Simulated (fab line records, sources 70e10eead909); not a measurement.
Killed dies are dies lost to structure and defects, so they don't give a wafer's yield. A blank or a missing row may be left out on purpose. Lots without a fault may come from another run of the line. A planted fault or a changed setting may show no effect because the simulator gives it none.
Which tool did it? | flow nand_harc | 12 lots, 36 wafers sampled, at 5 steps of a route of 1302

WHAT THE GAUGES READ, wafer by wafer
NHARC_P_STI_INSPECT_11. Usual: raw_defect_count 5.6, standard deviation 2.4.
lot  | measured     | on                | raw_defect_count | flag
L119 | day 3 16:41  | defect_inspect-01 | 5 8 8            |
L120 | day 4 03:17  | defect_inspect-01 | 4 7 5            |
L121 | day 4 13:35  | defect_inspect-01 | 5 6 12           |
L123 | day 5 10:21  | defect_inspect-02 | 2 2 7            |
L125 | day 6 08:39  | defect_inspect-02 | 2 5 6            |
L126 | day 6 19:32  | defect_inspect-02 | 2 4 3            |
L127 | day 7 03:49  | defect_inspect-02 | 6 8 2            |
L134 | day 9 22:55  | defect_inspect-01 | 8 3 5            |
L135 | day 10 08:46 | defect_inspect-01 | 10 5 8           |
L136 | day 10 17:25 | defect_inspect-01 | 7 4 6            |
L139 | day 12 03:16 | defect_inspect-01 | 6 5 4            |
L140 | day 12 14:07 | defect_inspect-02 | 7 5 4            |

NHARC_P_STI_OCD_MEAS_17. Usual: trench_depth_nm 301 nm, standard deviation 4.1; trench_foot_cd_nm 157.6 nm, standard deviation 2.3.
lot  | measured     | on     | trench_depth_nm (nm) | trench_foot_cd_nm (nm) | flag
L119 | day 3 17:23  | ocd-02 | 297 302 306          | 161.7 159.8 159.6      |
L120 | day 4 03:59  | ocd-01 | 303 306 292          | 156.5 156.3 160.0      |
L121 | day 4 14:19  | ocd-02 | 304 299 305          | 158.0 155.6 158.1      |
L123 | day 5 11:02  | ocd-01 | 306 306 297          | 152.9 160.3 158.9      |
L125 | day 6 09:21  | ocd-02 | 298 297 298          | 156.5 157.8 162.1      |
L126 | day 6 20:12  | ocd-02 | 303 306 301          | 155.8 157.8 158.6      |
L127 | day 7 04:29  | ocd-02 | 306 301 301          | 158.2 163.9 160.2      |
L134 | day 9 23:37  | ocd-01 | 305 297 300          | 157.9 161.3 158.2      |
L135 | day 10 09:25 | ocd-01 | 307 305 299          | 157.0 157.7 154.9      |
L136 | day 10 18:05 | ocd-02 | 297 296 294          | 156.8 157.1 159.2      |
L139 | day 12 03:55 | ocd-01 | 301 297 297          | 154.5 157.3 157.9      |
L140 | day 12 14:47 | ocd-02 | 297 300 298          | 155.1 158.1 157.1      |

NHARC_END_SORT_01. Usual: killed_at_array 52, standard deviation 17; killed_at_other 0.9, standard deviation 1.2; killed_at_periphery 3.9, standard deviation 2.7; killed_dies 57, standard deviation 16; killed_open 3.3, standard deviation 1.9; killed_short 2.5, standard deviation 1.5.
lot  | measured     | on        | killed_at_array | killed_at_other | killed_at_periphery | killed_dies | killed_open | killed_short | flag
L127 | day 29 00:11 | prober-02 | 42              | 1               | 8                   | 51          | 3           | 2            |

WHICH TOOL RAN EACH LOT (tool, then ch and the chambers of the sampled wafers, then the start)
lot  | NHARC_P_STI_ETCH_42                | NHARC_P_GATE_DESCUM_48
L119 | rie_diel-10 ch 0,3, day 3 16:56    | rie_diel-01 ch 0,1,3, day 6 11:00
L120 | rie_diel-10 ch 0,2,3, day 4 03:31  | rie_diel-08 ch 1,2, day 6 19:17
L121 | rie_diel-06 ch 1,3, day 4 13:49    | rie_diel-01 ch 0,1, day 7 08:46
L123 | rie_diel-06 ch 0,2, day 5 10:34    | rie_diel-08 ch 1,2, day 8 02:17
L125 | rie_diel-06 ch 1,2, day 6 08:53    | rie_diel-03 ch 0,3, day 9 04:11
L126 | rie_diel-06 ch 1,2, day 6 19:46    | rie_diel-03 ch 1,2,3, day 9 14:15
L127 | rie_diel-06 ch 0,1,2, day 7 04:02  | rie_diel-01 ch 1,2, day 10 06:06
L134 | rie_diel-10 ch 0,2,3, day 9 23:08  | rie_diel-01 ch 1,3, day 12 19:10
L135 | rie_diel-06 ch 1,2, day 10 08:59   | rie_diel-01 ch 0,2, day 13 00:15
L136 | rie_diel-10 ch 0,2,3, day 10 17:38 | rie_diel-08 ch 0,1,3, day 13 11:09
L139 | rie_diel-06 ch 0,1,2, day 12 03:29 | rie_diel-08 ch 1,2,3, day 14 20:11
L140 | rie_diel-06 ch 0,1,3, day 12 14:22 | rie_diel-01 ch 0,1,3, day 15 12:20
- NHARC_P_STI_ETCH_42: etches the open film in N2/H2, target depth 80 nm, overetch 24 nm, time 61 s.
- NHARC_P_GATE_DESCUM_48: chemistry O2, time 3 s.

WHAT THE TOOLS THEMSELVES READ (means of the sampled wafers that have a number; where no wafer has one, the mark that the record gives instead)
NHARC_P_STI_ETCH_42. Usual: drypump_motor_current_A 5.9 A, standard deviation 0.43; h2_flow_sccm 150.0 sccm, standard deviation 0.52; oes_product_au 1.000 a.u., standard deviation 0.01; rf_vpp_V 432.1 V, standard deviation 2; run_length_s 82.4 s, standard deviation 0.63; showerhead_plenum_p_Torr 2.09 Torr, standard deviation 0.071; throttle_valve_pct 14.171 %, standard deviation 0.0092.
lot  | tool        | drypump_motor_current_A (A) | h2_flow_sccm (sccm) | oes_product_au (a.u.) | rf_vpp_V (V) | run_length_s (s) | showerhead_plenum_p_Torr (Torr) | throttle_valve_pct (%) | flag
L119 | rie_diel-10 | 5.8                         | 149.2               | 1.004                 | 432.1        | 82.3             | 2.11                            | 14.174                 |
L120 | rie_diel-10 | 5.8                         | 149.9               | 1.001                 | 431.4        | 82.3             | 2.10                            | 14.168                 |
L121 | rie_diel-06 | 5.9                         | 149.6               | 1.001                 | 432.3        | 82.7             | 2.11                            | 14.163                 |
L123 | rie_diel-06 | 5.9                         | 149.9               | 1.016                 | 432.2        | 82.4             | 2.11                            | 14.179                 |
L125 | rie_diel-06 | 5.9                         | 150.4               | 1.003                 | 432.7        | 76.9             | 2.12                            | 14.164                 | OFF
L126 | rie_diel-06 | 5.5                         | 149.9               | 1.002                 | 433.1        | 71.7             | 2.12                            | 14.167                 | OFF
L127 | rie_diel-06 | 5.9                         | 150.3               | 1.005                 | 432.8        | 77.0             | 2.12                            | 14.176                 | OFF
L134 | rie_diel-10 | 5.9                         | 149.9               | 1.002                 | 431.7        | 82.1             | 2.09                            | 14.174                 |
L135 | rie_diel-06 | 5.5                         | 150.2               | 0.999                 | 432.8        | 81.6             | 2.12                            | 14.179                 |
L136 | rie_diel-10 | 5.8                         | 150.2               | 0.992                 | 431.1        | 82.5             | 2.09                            | 14.177                 |
L139 | rie_diel-06 | 5.9                         | 149.6               | 1.004                 | 432.0        | 82.2             | 2.11                            | 14.162                 |
L140 | rie_diel-06 | 6.1                         | 149.7               | 0.994                 | 432.5        | 82.7             | 2.11                            | 14.174                 |

NHARC_P_GATE_DESCUM_48. Usual: drypump_motor_current_A 5.5 A, standard deviation 0.35; oes_product_au 1.005 a.u., standard deviation 0.0089; rf_vpp_V 57.9 V, standard deviation 0.96; showerhead_plenum_p_Torr 1.94 Torr, standard deviation 0.081; throttle_valve_pct 11.312 %, standard deviation 0.0091.
lot  | tool        | drypump_motor_current_A (A) | oes_product_au (a.u.) | rf_vpp_V (V) | showerhead_plenum_p_Torr (Torr) | throttle_valve_pct (%) | flag
L119 | rie_diel-01 | 5.3                         | 1.004                 | 58.2         | 1.92                            | 11.316                 |
L120 | rie_diel-08 | 5.2                         | 1.004                 | 58.2         | 1.94                            | 11.309                 |
L121 | rie_diel-01 | 5.1                         | 1.008                 | 58.7         | 1.94                            | 11.311                 |
L123 | rie_diel-08 | 5.2                         | 1.005                 | 57.2         | 1.90                            | 11.304                 |
L125 | rie_diel-03 | 5.6                         | 0.998                 | 57.6         | 1.88                            | 11.320                 |
L126 | rie_diel-03 | 5.9                         | 1.004                 | 58.0         | 1.98                            | 11.313                 |
L127 | rie_diel-01 | 5.7                         | 1.006                 | 58.4         | 1.97                            | 11.318                 |
L134 | rie_diel-01 | 5.5                         | 0.998                 | 57.6         | 1.89                            | 11.307                 |
L135 | rie_diel-01 | 5.5                         | 1.011                 | 59.0         | 1.99                            | 11.307                 |
L136 | rie_diel-08 | 5.5                         | 1.011                 | 57.5         | 1.89                            | 11.306                 |
L139 | rie_diel-08 | 5.5                         | 1.002                 | 58.0         | 1.95                            | 11.305                 |
L140 | rie_diel-01 | 5.3                         | 1.006                 | 57.3         | 1.91                            | 11.313                 |

THE ANSWER, worked out from the rows above alone
Rule: a lot is off if the mean of its wafers that have a number lies more than 3 standard deviations from the usual mean. A lot without any number at a reading at which 4 lots or more have one is off too. The other lots that the step has rows for count as sound. The gauges are gone through in route order, then the tools' own readings, and for those a lot's mean is taken as printed above. The first step at which some lot is off is used, and at that step the reading that is off furthest; a lot without a number counts as furthest.
Off: L125, L126, L127, at NHARC_P_STI_ETCH_42 (run_length_s).
A tool fits if, at that step or a process step before it, it ran every lot that is off, and no sound lot after the first of them. None of those tried fits.

WHAT THE SIMULATOR HAD PUT IN
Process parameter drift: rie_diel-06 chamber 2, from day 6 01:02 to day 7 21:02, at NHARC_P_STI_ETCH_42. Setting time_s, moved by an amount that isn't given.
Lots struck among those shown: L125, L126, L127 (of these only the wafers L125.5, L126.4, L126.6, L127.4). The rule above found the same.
